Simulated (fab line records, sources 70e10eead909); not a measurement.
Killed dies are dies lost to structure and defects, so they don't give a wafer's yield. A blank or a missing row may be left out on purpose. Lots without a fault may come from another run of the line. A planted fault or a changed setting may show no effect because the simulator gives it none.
Which tool did it? | flow nand_harc | 10 lots, 30 wafers sampled, at 7 steps of a route of 1159

WHAT THE GAUGES READ, wafer by wafer
NHARC_P_GATE_INSPECT_28.
lot  | measured     | on                | raw_defect_count
L744 | day 4 19:52  | defect_inspect-02 | 10 2 4
L745 | day 5 02:32  | defect_inspect-02 | 5 5 6
L749 | day 6 07:02  | defect_inspect-02 | 7 5 6
L750 | day 6 12:37  | defect_inspect-02 | 6 7 5
L753 | day 7 07:08  | defect_inspect-01 | 6 3 406
L756 | day 8 01:26  | defect_inspect-02 | 6 4 5
L761 | day 9 05:58  | defect_inspect-01 | 6 5 6
L762 | day 9 06:13  | defect_inspect-02 | 5 11 4
L766 | day 10 10:25 | defect_inspect-01 | 10 6 7
L765 | day 10 10:16 | defect_inspect-02 | 9 4 5

NHARC_P_GATE_INSPECT_68.
lot  | measured     | on                | raw_defect_count
L744 | day 5 14:59  | defect_inspect-01 | 204 141 172
L745 | day 5 21:10  | defect_inspect-01 | 156 172 141
L749 | day 7 01:29  | defect_inspect-02 | 207 210 171
L750 | day 7 07:46  | defect_inspect-02 | 215 319 253
L753 | day 8 01:53  | defect_inspect-01 | 168 184 591
L756 | day 8 20:41  | defect_inspect-01 | 108 139 107
L761 | day 10 02:25 | defect_inspect-02 | 161 219 170
L762 | day 10 01:11 | defect_inspect-01 | 351 187 288
L766 | day 11 05:10 | defect_inspect-01 | 218 354 184
L765 | day 11 04:43 | defect_inspect-02 | 175 192 151

NHARC_END_SORT_01.
lot  | measured     | on        | killed_at_array | killed_at_other | killed_at_periphery | killed_dies | killed_open | killed_short
L753 | day 22 22:37 | prober-02 | 38 36 34        | 0 0 0           | 6 5 36              | 44 41 70    | 5 4 2       | 6 3 2
L756 | day 22 14:57 | prober-01 | 21 32 33        | 0 0 1           | 5 3 5               | 26 35 39    | 4 2 3       | 3 3 2
L761 | day 23 22:16 | prober-01 | 39 45 50        | 2 1 0           | 0 4 3               | 41 50 53    | 2 3 4       | 2 1 1
L762 | day 23 22:02 | prober-02 | 18 30 21        | 2 0 3           | 2 5 2               | 22 35 26    | 1 5 4       | 3 5 1
L765 | day 24 20:58 | prober-01 | 37              | 0               | 5                   | 42          | 7           | 0

WHICH TOOL RAN EACH LOT (tool, then ch and the chambers of the sampled wafers, then the start)
lot  | NHARC_P_GATE_PRECLEAN_70           | NHARC_P_GATE_HM_DEP_102       | NHARC_P_GATE_ETCH_114                         | NHARC_P_GATE_STRIP_108
L744 | wet_bench-01 ch 0,1,3, day 3 22:31 | acl_dep-03 ch 0, day 4 18:22  | rie_diel-03 ch 0,1, day 4 20:44 or earlier    | rie_diel-03 ch 0,3, day 4 20:44
L745 | wet_bench-01 ch 1,2,7, day 4 04:41 | acl_dep-02 ch 0, day 5 01:11  | rie_diel-06 ch 0,2, day 5 03:16 or earlier    | rie_diel-03 ch 0,2,3, day 5 03:16
L749 | wet_bench-09 ch 5,6,7, day 5 05:40 | acl_dep-03 ch 0, day 6 05:35  | rie_diel-03 ch 0,1,3, day 6 07:59 or earlier  | rie_diel-03 ch 1,2,3, day 6 07:59
L750 | wet_bench-01 ch 1,4,6, day 5 13:43 | acl_dep-01 ch 0, day 6 11:08  | rie_diel-12 ch 2,3, day 6 14:06 or earlier    | rie_diel-03 ch 1,2,3, day 6 14:06
L753 | wet_bench-01 ch 1,4,7, day 6 03:55 | acl_dep-02 ch 0, day 7 05:39  | rie_diel-03 ch 0,2, day 7 07:54 or earlier    | rie_diel-12 ch 0,2, day 7 07:54
L756 | wet_bench-05 ch 1,5,7, day 7 03:08 | acl_dep-03 ch 0, day 7 23:52  | rie_diel-03 ch 0,3, day 8 02:40 or earlier    | rie_diel-03 ch 0,2, day 8 02:40
L761 | wet_bench-05 ch 0,2,7, day 8 06:10 | acl_dep-02 ch 0, day 9 04:28  | rie_diel-03 ch 0,2, day 9 06:41 or earlier    | rie_diel-03 ch 1,3, day 9 06:41
L762 | wet_bench-09 ch 0,1,6, day 8 06:10 | acl_dep-01 ch 0, day 9 04:52  | rie_diel-12 ch 0,1,3, day 9 07:22 or earlier  | rie_diel-03 ch 0,1,2, day 9 07:22
L766 | wet_bench-01 ch 2,4,5, day 9 11:50 | acl_dep-01 ch 0, day 10 08:48 | rie_diel-03 ch 0,1,3, day 10 11:06 or earlier | rie_diel-12 ch 0,3, day 10 11:06
L765 | wet_bench-09 ch 2,3,6, day 9 11:50 | acl_dep-02 ch 0, day 10 08:48 | rie_diel-06 ch 1,3, day 10 10:59 or earlier   | rie_diel-06 ch 0,1,2, day 10 10:59
- NHARC_P_GATE_PRECLEAN_70: cleans in SC1.
- NHARC_P_GATE_HM_DEP_102: deposits aC, target thk 120 nm.
- NHARC_P_GATE_ETCH_114: etches the open film in CF4/O2, target depth 30 nm, overetch 3 nm, time 16.5 s.
- NHARC_P_GATE_STRIP_108: strips in O2.

WHAT THE TOOLS THEMSELVES READ (means of the sampled wafers that have a number; where no wafer has one, the mark that the record gives instead)
NHARC_P_GATE_PRECLEAN_70.
lot  | tool         | bath_heat_duty_pct (%) | temp_c (C)
L744 | wet_bench-01 | 7.7                    | 50.00
L745 | wet_bench-01 | 6.5                    | 50.05
L749 | wet_bench-09 | 7.0                    | 49.93
L750 | wet_bench-01 | 7.6                    | 49.99
L753 | wet_bench-01 | 7.8                    | 49.95
L756 | wet_bench-05 | 7.1                    | 49.99
L761 | wet_bench-05 | 7.2                    | 50.11
L762 | wet_bench-09 | 6.8                    | 50.05
L766 | wet_bench-01 | 7.0                    | 50.06
L765 | wet_bench-09 | 7.2                    | 50.03

NHARC_P_GATE_HM_DEP_102.
lot  | tool       | throttle_valve_pct (%)
L744 | acl_dep-03 | 34.997
L745 | acl_dep-02 | 35.002
L749 | acl_dep-03 | 35.009
L750 | acl_dep-01 | 35.007
L753 | acl_dep-02 | 35.011
L756 | acl_dep-03 | 34.996
L761 | acl_dep-02 | 34.997
L762 | acl_dep-01 | 35.002
L766 | acl_dep-01 | 34.997
L765 | acl_dep-02 | 35.007

NHARC_P_GATE_ETCH_114.
lot  | tool        | bias_w (W) | drypump_motor_current_A (A) | o2_flow_sccm (sccm) | oes_o_777_au (a.u.) | oes_product_au (a.u.) | rf_vpp_V (V) | showerhead_plenum_p_Torr (Torr) | throttle_valve_pct (%)
L744 | rie_diel-03 | 100.6      | 6.1                         | 20.06               | 0.999               | 0.999                 | 197.3        | 1.32                            | 13.400
L745 | rie_diel-06 | 99.9       | 5.8                         | 20.00               | 1.001               | 1.003                 | 198.8        | 1.36                            | 13.389
L749 | rie_diel-03 | 99.6       | 5.9                         | 20.01               | 0.998               | 0.998                 | 197.7        | 1.31                            | 13.396
L750 | rie_diel-12 | 100.0      | 5.0                         | 20.00               | 0.999               | 0.994                 | 197.2        | 1.32                            | 13.394
L753 | rie_diel-03 | 100.4      | 6.0                         | 19.98               | 1.003               | 1.000                 | 196.6        | 1.29                            | 13.399
L756 | rie_diel-03 | 100.5      | 5.8                         | 20.03               | 0.996               | 0.999                 | 196.5        | 1.27                            | 13.398
L761 | rie_diel-03 | 100.0      | 5.6                         | 20.02               | 0.997               | 1.003                 | 195.9        | 1.28                            | 13.401
L762 | rie_diel-12 | 99.8       | 5.5                         | 19.98               | 1.000               | 1.000                 | 198.4        | 1.34                            | 13.395
L766 | rie_diel-03 | 99.8       | 5.9                         | 20.03               | 1.002               | 1.000                 | 196.8        | 1.30                            | 13.391
L765 | rie_diel-06 | 100.0      | 6.0                         | 20.02               | 0.999               | 1.004                 | 199.2        | 1.40                            | 13.390

NHARC_P_GATE_STRIP_108.
lot  | tool        | drypump_motor_current_A (A) | o2_flow_sccm (sccm) | oes_product_au (a.u.) | rf_vpp_V (V) | showerhead_plenum_p_Torr (Torr) | throttle_valve_pct (%)
L744 | rie_diel-03 | 5.8                         | 499.0               | 1.009                 | 56.8         | 3.36                            | 17.037
L745 | rie_diel-03 | 5.7                         | 500.3               | 0.993                 | 57.3         | 3.38                            | 17.045
L749 | rie_diel-03 | 5.6                         | 502.4               | 1.006                 | 56.4         | 3.43                            | 17.034
L750 | rie_diel-03 | 5.5                         | 499.6               | 1.003                 | 57.3         | 3.43                            | 17.035
L753 | rie_diel-12 | 5.7                         | 499.2               | 1.002                 | 58.1         | 3.54                            | 17.037
L756 | rie_diel-03 | 6.0                         | 499.8               | 1.003                 | 57.9         | 3.41                            | 17.040
L761 | rie_diel-03 | 5.6                         | 498.9               | 0.997                 | 57.2         | 3.41                            | 17.036
L762 | rie_diel-03 | 5.8                         | 500.3               | 1.001                 | 56.8         | 3.47                            | 17.041
L766 | rie_diel-12 | 5.1                         | 499.9               | 0.992                 | 57.4         | 3.48                            | 17.033
L765 | rie_diel-06 | 5.7                         | 500.1               | 1.011                 | 58.2         | 3.58                            | 17.033

THE ANSWER, worked out from the rows above alone
Rule: what is usual is taken from the lots themselves. Put in order of their means at a reading, lots are off if they are a third of the lots or fewer, leave a main group of 4 or more, and stand apart from it by a gap of 3 or more times the standard deviation of the main group's means; of several such gaps the widest counts. A main group whose means are all the same, to the digits that the tables above print for the reading, isn't used. A lot without any number at a reading at which 4 lots or more have one is off too. The other lots that the step has rows for count as sound. The gauges are gone through in route order, then the tools' own readings, and for those a lot's mean is taken as printed above. The first step at which some lot is off is used, and at that step the reading that is off furthest; a lot without a number counts as furthest.
Off: L753, at NHARC_P_GATE_INSPECT_28 (raw_defect_count). The main group: mean 6, standard deviation 0.76.
A tool fits if, at a process step before that reading, it ran every lot that is off, and no sound lot after the first of them. The gauges at NHARC_P_GATE_INSPECT_28 aren't tried: what is off there is off at NHARC_END_SORT_01 too, on other tools, and a gauge's error can't cause that. None of those tried fits.

WHAT THE SIMULATOR HAD PUT IN
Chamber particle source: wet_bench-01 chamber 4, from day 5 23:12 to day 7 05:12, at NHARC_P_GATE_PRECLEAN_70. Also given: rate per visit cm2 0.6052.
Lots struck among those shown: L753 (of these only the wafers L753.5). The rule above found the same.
